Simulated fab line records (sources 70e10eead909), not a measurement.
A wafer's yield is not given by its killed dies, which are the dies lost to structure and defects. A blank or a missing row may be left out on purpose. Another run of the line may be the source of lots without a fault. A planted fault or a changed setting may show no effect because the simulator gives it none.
Comparing a struck lot with a sound one -- flow nand harc -- 15 steps out of a route of 1302
Sound: wafers L441.1, L441.4, L441.5. The struck wafers were L453.2, L453.3, L453.6. The cause is named last.
Per side, at each step with rows, come the tool, then ch with its chambers, and then its first start. Under that, the readings that differ: sound wafers -- struck wafers -- difference of the means -- sigmas: that difference in standard deviations of wafers without a fault.
alike: readings with means less than 2 such deviations apart, plus words and numbers identical on both sides. not compared: withheld readings, readings lacking a value on some wafer, bounds such as >300 that could conceal the same value, and numbers that have no deviation in the record and whose values overlap.
A row with sigmas, a row that says differs or no value, or rows on one side alone: a step with any of these is where the two part. When numbers do not overlap yet have no deviation, they are printed without sigmas and do not part them. A reading missing from all wafers of one side parts the sides only when that side holds two or more wafers.

first, 7 steps without rows for these wafers: NHARC_A_BONDPAD_COAT_33 (time 65 s); NHARC_A_BONDPAD_COAT_03 (resist thk 600 nm); NHARC_A_BONDPAD_SOFTBAKE_04 (time 70 s); NHARC_A_BONDPAD_EBR_05; NHARC_A_BONDPAD_EXPOSE_06 (exposes mask A BPAD); NHARC_A_BONDPAD_PEB_07 (peb time 80 s); NHARC_A_BONDPAD_DEVELOP_08 (time 50 s).
NHARC_A_BONDPAD_CD_MEAS_09: the cd target is 500 nm.
  sound on cd sem-01 ch 0, day 25 05:45; struck on cd sem-01 ch 0, day 30 05:49
  alike: cd nm
NHARC_A_BONDPAD_OVL_MEAS_35:
  sound: overlay-02 at day 25 05:50; struck: overlay-01 at day 30 05:54
  alike: overlay x nm, overlay y nm
then, 1 step without rows for these wafers: NHARC_A_BONDPAD_HARDBAKE_10 (time 65 s).
NHARC_A_BONDPAD_DESCUM_11: chemistry O2, time 3 s.
  sound on rie diel-03 ch 0,1,2, day 25 05:58; struck on rie diel-03 ch 1,3, day 30 06:02
  alike: drypump motor current A, mfc ar sccm, oes product au, rf vpp V, showerhead plenum p Torr, throttle valve pct
  not compared: rf hours counter h
NHARC_A_BONDPAD_ETCH_34: etches the open film in N2/H2, target depth 60 nm, overetch 18 nm, time 65.91 s.
  sound on rie diel-03 ch 0,3, day 25 06:03; struck on rie diel-03 ch 1,2,3, day 30 06:07
  alike: drypump motor current A, mfc ar sccm, oes product au, rf fwd power W, rf vpp V, showerhead plenum p Torr, throttle valve pct
  not compared: rf hours counter h
NHARC_A_BONDPAD_ETCH_12: etches the open film in CHF3/O2, target depth 220 nm, time 110 s.
  sound on rie diel-03 ch 0,2, day 25 06:09; struck on rie diel-03 ch 1,2, day 30 06:12
reading,sound,struck,difference,sigmas
oes product au (a.u.),0.925 0.912 0.920,1.177 1.164 1.168,+0.251,+10
rf fwd power W (W),495.8 498.0 498.1,697.2 698.0 696.6,+200.0,+99 or more
  alike: drypump motor current A, mfc ar sccm, rf vpp V, showerhead plenum p Torr, throttle valve pct
  not compared: rf hours counter h
NHARC_A_BONDPAD_CD_MEAS_13:
  sound: cd sem-02 at day 25 06:17; struck: cd sem-02 at day 30 06:20
  alike: cd nm
NHARC_END_SORT_01:
  sound on prober-02 ch 0, day 26 15:08; struck on prober-01 ch 0, day 31 13:35
  alike: defect limited yield, killed at array, killed at other, killed at periphery, killed dies, killed open, killed short

== WHERE THEY PART ==
Only at NHARC_A_BONDPAD_ETCH_12, within this record. Later steps at which nothing parts them and some readings are alike: NHARC_A_BONDPAD_CD_MEAS_13, NHARC_END_SORT_01.

WHY: what the simulator had put in
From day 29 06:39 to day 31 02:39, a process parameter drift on rie diel-03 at NHARC_A_BONDPAD_ETCH_12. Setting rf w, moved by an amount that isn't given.
